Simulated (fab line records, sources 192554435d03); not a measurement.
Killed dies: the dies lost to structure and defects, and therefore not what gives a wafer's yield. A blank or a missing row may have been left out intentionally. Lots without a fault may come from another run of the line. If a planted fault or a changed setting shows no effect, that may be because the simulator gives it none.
A lot that was struck, set against a sound lot || flow n5-finfet || 15 steps out of a route of 1938
Sound: these wafers, L614.2, L614.4, L614.5. Struck: wafer L623.2. (L623.1, L623.3 of the same lot were not struck and are left out.) The cause comes at the end.
At each step with rows: each side's tool, then ch and its chambers, then its first start. Under that, the readings that differ: sound wafers || struck wafers || difference of the means || sigmas: that difference in standard deviations of wafers without a fault.
alike: readings with means less than 2 such deviations apart, plus words and numbers identical on both sides. not compared: withheld readings, readings lacking a value on some wafer, bounds such as >300 that could conceal the same value, and numbers that have no deviation in the record and whose values overlap.
The two part at a step that has a row with sigmas, a row that says differs or no value, or rows on one side only. When numbers do not overlap yet have no deviation, they are printed without sigmas and do not part them. A reading missing from all wafers of one side parts the sides only when that side holds two or more wafers.

N5_BEOL_M1_ETCH_41: etches SiCN in CH3F/O2, target depth 31.9 nm, time 57.8 s.
  sound on rie-diel-01 ch 1,2,3; struck on rie-diel-02 ch 1
  alike: chamber-pressure-mTorr, drypump-motor-current-A, mfc-ar-sccm, oes-product-au, rf-fwd-power-W, rf-vpp-V, showerhead-plenum-p-Torr, throttle-valve-pct
  not compared: rf-hours-counter-h
N5_BEOL_M1_STRIP_97: strips in N2/H2, time 10 s.
  sound on rie-diel-01 ch 1,2,3; struck on rie-diel-02 ch 1
  alike: chamber-pressure-mTorr, drypump-motor-current-A, oes-product-au, rf-vpp-V, showerhead-plenum-p-Torr, throttle-valve-pct
  not compared: rf-hours-counter-h
N5_BEOL_M1_OCD_MEAS_38:
  struck on ocd-01, day 8 23:54; sound on ocd-02, day 6 11:26
  alike: trench-depth-nm
then, 4 steps without rows for these wafers: N5_BEOL_M1_HM_STRIP_39 (strips TiN in peroxide tin strip, target depth 25 nm, time 158 s); N5_BEOL_M1_SRD_40 (time 30 s); N5_BEOL_M1_PRECLEAN_42 (cleans in residue remover, time 60 s); N5_BEOL_M1_SRD_43 (time 30 s).
N5_BEOL_M1_CD_MEAS_35: target cd 18 nm, target cd y 21 nm.
  struck on cd-sem-01, day 9 00:03; sound on cd-sem-03, day 6 11:35
{"reading": "cd-nm (nm)", "sound": "17.82 17.94 18.01", "struck": 18.57, "difference": "+0.65", "sigmas": "+2"}
then, 1 step without rows for these wafers: N5_BEOL_M1_DEGAS_44 (time 60 s).
N5_BEOL_M1_PRE_CLEAN_45: time 30 s.
  struck on pvd-sputter-01, day 9 00:20; sound on pvd-sputter-02, day 6 11:40
{"reading": "susceptor-temp-C (C)", "sound": "249.93 249.52 249.80", "struck": 250.27, "difference": "+0.52", "sigmas": "+3"}
  alike: heater-power-w
N5_BEOL_M1_ALD_84: deposits TaN, pulse time 2 s, purge time 3 s, co reactant purge time 2 s.
  sound on ald-metal-02 ch 1,2,3, day 6 11:44; struck on ald-metal-04 ch 2, day 9 00:28
  alike: heater-power-w, precursor-vessel-temp-c, susceptor-temp-C
after that, 1 step had no rows for these wafers: N5_BEOL_M1_SURFACE_TREAT_85.
N5_BEOL_M1_CVD_47: deposits Co from CCTBA/H2, target thk 3 nm, time 223.8 s.
  sound on cvd-co-02 ch 0,2, day 6 12:03; struck on cvd-co-02 ch 1, day 9 01:07
{"reading": "run-length-s (s)", "sound": "247.4 246.9 247.4", "struck": 312.2, "difference": "+65.0", "sigmas": "+99 or more"}
N5_BEOL_M1_SPUTTER_48: material Cu, target thk 4.5 nm, time 8.29 s.
  struck on pvd-sputter-01, day 9 02:13; sound on pvd-sputter-02, day 6 12:13
{"reading": "throttle-valve-pct (%)", "sound": "29.4 30.0 28.8", "struck": 32.2, "difference": "+2.8", "sigmas": "+3"}
  alike: chuck-gas-flow-sccm, susceptor-temp-C
N5_BEOL_M4_RC_MEAS_101:
  sound on prober-02 ch 0, day 8 04:17; struck on prober-02 ch 0, day 10 12:37
  alike: DIBL_N, DIBL_P, IOFF_N, IOFF_P, ION_N, ION_P, SS_N, SS_P, VT_N, VT_P

WHERE THEY PART
At N5_BEOL_M1_CD_MEAS_35 first; at N5_BEOL_M1_SPUTTER_48 last (within this record only). Later steps at which nothing parts them and some readings are alike: N5_BEOL_M4_RC_MEAS_101.

WHY: what the simulator had put in
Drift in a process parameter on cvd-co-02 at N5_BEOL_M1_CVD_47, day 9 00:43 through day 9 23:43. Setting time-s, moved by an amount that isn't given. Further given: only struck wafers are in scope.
